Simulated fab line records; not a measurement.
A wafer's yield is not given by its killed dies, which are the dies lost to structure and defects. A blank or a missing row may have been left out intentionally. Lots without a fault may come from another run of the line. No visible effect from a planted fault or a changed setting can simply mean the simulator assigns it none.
Which tool is to blame? | flow n5 finfet | 10 lots with 29 wafers sampled at 5 steps, on a route of 1938 steps

WHAT THE GAUGES READ, wafer by wafer
N5_PMOS_HMC_CHANNEL_EPI_OVL_MEAS_10. Usual: PMOS_HMC_BLK_OVL typically reads 0.2 nm, with standard deviation 0.65.
lot  | measured    | on         | PMOS_HMC_BLK_OVL (nm) | flag
L172 | day 1 17:10 | overlay-01 | 1.0 1.1 0.8           |
L174 | day 2 05:01 | overlay-02 | 0.1 0.7 0.6           |
L177 | day 2 23:40 | overlay-02 | -0.8 0.2 -0.1         |
L178 | day 3 05:15 | overlay-02 | -0.9 0.4 0.1          |
L186 | day 5 05:29 | overlay-01 | -0.1 0.0 0.0          |
L188 | day 5 17:40 | overlay-02 | -0.9 0.2              |
L190 | day 6 06:07 | overlay-01 | -1.7 -1.2 -0.1        |
L191 | day 6 11:56 | overlay-01 | -0.2 0.5 0.7          |
L192 | day 6 18:13 | overlay-01 | -1.8 -0.7 0.1         |
L194 | day 7 06:15 | overlay-02 | 0.4 0.2 0.6           |

N5_PMOS_HMC_CHANNEL_EPI_INSPECT_11: inspects for defects (macro). Usual: raw defect count reads 2.1 (standard deviation 1.4).
lot  | measured    | on                | raw defect count | flag
L172 | day 1 17:11 | defect inspect-01 | 4 1 3            |
L174 | day 2 05:02 | defect inspect-02 | 4 5 1            |
L177 | day 2 23:41 | defect inspect-01 | 2 3 1            |
L178 | day 3 05:16 | defect inspect-01 | 2 3 1            |
L186 | day 5 05:31 | defect inspect-01 | 3 3 1            |
L188 | day 5 17:41 | defect inspect-01 | 1 2              |
L190 | day 6 06:08 | defect inspect-01 | 1 3 1            |
L191 | day 6 11:58 | defect inspect-02 | 2 4 0            |
L192 | day 6 18:14 | defect inspect-02 | 1 1 1            |
L194 | day 7 06:17 | defect inspect-01 | 1 5 2            |

N5_BEOL_M4_RC_MEAS_101. Usual: DIBL_N 36.0 mV/V, standard deviation 1.7; DIBL_P 36.2 mV/V, standard deviation 1.9; IOFF_N 0.154 nA/um, standard deviation 0.028; IOFF_P 0.21 nA/um, standard deviation 0.036; ION_N 675 uA/um, standard deviation 11; ION_P 463 uA/um, standard deviation 8.3; SS_N 71.4 mV/dec, standard deviation 0.63; SS_P 73.2 mV/dec, standard deviation 0.55; VT_N 250.2 mV, standard deviation 3; VT_P -251 mV, standard deviation 3.7.
lot  | measured     | on        | DIBL_N (mV/V)  | DIBL_P (mV/V)  | IOFF_N (nA/um)    | IOFF_P (nA/um) | ION_N (uA/um) | ION_P (uA/um) | SS_N (mV/dec)  | SS_P (mV/dec)  | VT_N (mV)         | VT_P (mV)      | flag
L172 | day 9 00:48  | prober-02 | 37.5 34.2 36.4 | 37.4 33.4 35.8 | 0.178 0.133 0.157 | 0.29 0.23 0.26 | 673 672 666   | 469 475 468   | 71.7 70.0 71.2 | 73.6 73.3 73.5 | 248.0 251.1 253.0 | -242 -245 -243 |
L174 | day 13 19:13 | prober-01 | 34.5 36.8 37.0 | 35.1 38.3 39.3 | 0.143 0.181 0.202 | 0.19 0.23 0.26 | 664 683 688   | 458 470 469   | 71.8 71.7 72.3 | 73.2 74.0 73.5 | 250.0 249.0 244.7 | -254 -251 -247 |
L177 | day 11 22:34 | prober-01 | 38.5 34.9 37.2 | 40.8 36.2 39.1 | 0.191 0.124 0.178 | 0.23 0.17 0.20 | 689 654 700   | 469 455 465   | 71.7 71.2 71.2 | 73.7 73.0 74.1 | 247.8 255.7 246.3 | -248 -254 -252 |
L178 | day 12 00:50 | prober-02 | 34.7 35.7 35.7 | 35.6 36.4 36.5 | 0.134 0.155 0.146 | 0.18 0.20 0.19 | 666 679 674   | 460 461 465   | 71.4 71.4 71.2 | 72.7 72.8 72.5 | 252.2 248.9 249.6 | -252 -251 -251 |
L186 | day 14 22:04 | prober-01 | 34.4 36.4 36.0 | 35.3 36.9 36.5 | 0.136 0.170 0.150 | 0.18 0.21 0.20 | 673 685 678   | 459 470 466   | 71.2 71.1 71.1 | 72.1 73.6 72.4 | 250.9 245.4 247.7 | -252 -248 -248 |
L188 | day 14 03:51 | prober-01 | 35.0 35.8      | 34.9 35.0      | 0.141 0.147       | 0.18 0.18      | 681 667       | 463 456       | 70.7 71.2      | 73.4 73.4      | 251.4 253.0       | -255 -254      |
L190 | day 15 03:25 | prober-02 | 37.2 39.3 36.8 | 37.0 38.5 36.7 | 0.177 0.221 0.175 | 0.23 0.26 0.24 | 681 682 687   | 468 466 474   | 71.8 72.9 70.9 | 73.7 73.6 74.0 | 250.5 246.6 247.1 | -249 -246 -248 |
L191 | day 15 04:00 | prober-01 | 35.2 33.8 36.6 | 32.4 32.5 35.7 | 0.128 0.107 0.150 | 0.17 0.17 0.22 | 662 669 673   | 459 462 466   | 70.8 70.2 71.1 | 72.1 72.8 72.9 | 256.1 258.0 251.3 | -253 -255 -248 |
L192 | day 15 06:22 | prober-01 | 35.8 36.0 39.1 | 35.9 36.7 38.8 | 0.150 0.158 0.214 | 0.18 0.20 0.23 | 663 665 697   | 453 462 468   | 71.1 71.2 71.9 | 72.5 72.8 73.2 | 251.4 247.5 244.7 | -251 -249 -251 |
L194 | day 15 08:19 | prober-01 | 36.7 37.2 36.0 | 35.6 37.2 34.8 | 0.158 0.174 0.164 | 0.24 0.26 0.23 | 666 677 686   | 465 471 477   | 71.5 71.2 71.5 | 73.4 73.7 73.0 | 252.7 247.7 248.4 | -247 -243 -247 |

TOOL THAT RAN EACH LOT (tool first, then ch and the chambers of the sampled wafers, then the start)
lot  | N5_PMOS_HMC_CHANNEL_EPI_FIN_RECESS_16 | N5_FIN_SAQP_ALD_61
L172 | rie si-06 ch 1,3, day 1 17:40         | ald sin-03 ch 0,1, day 1 20:05
L174 | rie si-02 ch 0,1,3, day 2 05:31       | ald sin-03 ch 0,2, day 2 08:20
L177 | rie si-06 ch 0,1,3, day 3 00:11       | ald sin-01 ch 0,1, day 3 02:35
L178 | rie si-04 ch 0,1,3, day 3 05:46       | ald sin-02 ch 0,2,3, day 3 08:10
L186 | rie si-06 ch 2, day 5 06:01           | ald sin-02 ch 0,2,3, day 5 08:28
L188 | rie si-02 ch 0,2, day 5 18:10         | ald sin-02 ch 0,1, day 5 21:08
L190 | rie si-02 ch 1,2,3, day 6 07:02       | ald sin-01 ch 0,2,3, day 6 09:34
L191 | rie si-04 ch 1,2,3, day 6 13:16       | ald sin-01 ch 0,1,3, day 6 16:14
L192 | rie si-06 ch 0,2,3, day 6 20:30       | ald sin-03 ch 0,1,2, day 6 23:25
L194 | rie si-02 ch 1,2,3, day 7 06:59       | ald sin-01 ch 0,1,3, day 7 11:21
- N5_PMOS_HMC_CHANNEL_EPI_FIN_RECESS_16: chemistry HBr/Cl2, target Si, target depth 54 nm, time 18 s.
- N5_FIN_SAQP_ALD_61: deposits SiO2, target thk 4 nm, pulse time 1 s, purge time 2 s.

AS READ BY THE TOOLS THEMSELVES (means over the sampled wafers that have a number; for cases with no such wafer, the mark the record gives instead)
N5_PMOS_HMC_CHANNEL_EPI_FIN_RECESS_16. Usual: HBr_flow_sccm 150.0 sccm, standard deviation 0.42; drypump motor current A 5.8 A, standard deviation 0.41; oes product au 1.003 a.u., standard deviation 0.021; throttle valve pct 35.5 %, standard deviation 0.39.
lot  | tool      | HBr_flow_sccm (sccm) | drypump motor current A (A) | oes product au (a.u.) | throttle valve pct (%) | flag
L172 | rie si-06 | 150.3                | 5.6                         | 0.982                 | 35.8                   |
L174 | rie si-02 | 150.2                | 6.2                         | 1.009                 | 35.5                   |
L177 | rie si-06 | 150.3                | 5.8                         | 0.980                 | 35.9                   |
L178 | rie si-04 | 150.3                | 5.7                         | 1.005                 | 35.3                   |
L186 | rie si-06 | 150.2                | 5.1                         | 1.028                 | 35.6                   |
L188 | rie si-02 | 149.9                | 5.9                         | 1.027                 | 35.1                   |
L190 | rie si-02 | 149.8                | 6.2                         | 0.996                 | 35.4                   |
L191 | rie si-04 | 149.9                | 5.7                         | 1.012                 | 35.1                   |
L192 | rie si-06 | 150.1                | 5.6                         | 0.994                 | 35.8                   |
L194 | rie si-02 | 150.0                | 6.2                         | 1.009                 | 35.4                   |

N5_FIN_SAQP_ALD_61. Usual: heater power w 465 W, standard deviation 44; precursor pulse height rel 1.001, standard deviation 0.024; susceptor temp C 300.01 C, standard deviation 0.21.
lot  | tool       | heater power w (W) | precursor pulse height rel | susceptor temp C (C) | flag
L172 | ald sin-03 | 469                | 0.989                      | 299.94               |
L174 | ald sin-03 | 502                | 1.010                      | 299.80               |
L177 | ald sin-01 | 483                | 1.003                      | 299.97               |
L178 | ald sin-02 | 447                | 0.980                      | 299.91               |
L186 | ald sin-02 | 446                | 0.987                      | 299.97               |
L188 | ald sin-02 | 438                | 0.991                      | 299.96               |
L190 | ald sin-01 | 437                | 1.000                      | 299.98               |
L191 | ald sin-01 | 452                | 0.986                      | 299.98               |
L192 | ald sin-03 | 479                | 1.012                      | 299.99               |
L194 | ald sin-01 | 451                | 0.985                      | 300.02               |

THE ANSWER, worked out from the rows above alone
Rule: a lot is off if the mean of its wafers that have a number lies more than 3 standard deviations from the usual mean. A lot without any number at a reading at which 4 lots or more have one is off too. Any other lot the step has rows for is counted as sound. After the gauges, taken in route order, come the tools' own readings; for these a lot's mean is taken, as printed above. The first step at which some lot is off is used, and at that step the reading that is off furthest; a lot without a number counts as furthest.
No lot is off at any reading shown: from this, nothing can be told.

WHAT HAD BEEN PUT IN BY THE SIMULATOR
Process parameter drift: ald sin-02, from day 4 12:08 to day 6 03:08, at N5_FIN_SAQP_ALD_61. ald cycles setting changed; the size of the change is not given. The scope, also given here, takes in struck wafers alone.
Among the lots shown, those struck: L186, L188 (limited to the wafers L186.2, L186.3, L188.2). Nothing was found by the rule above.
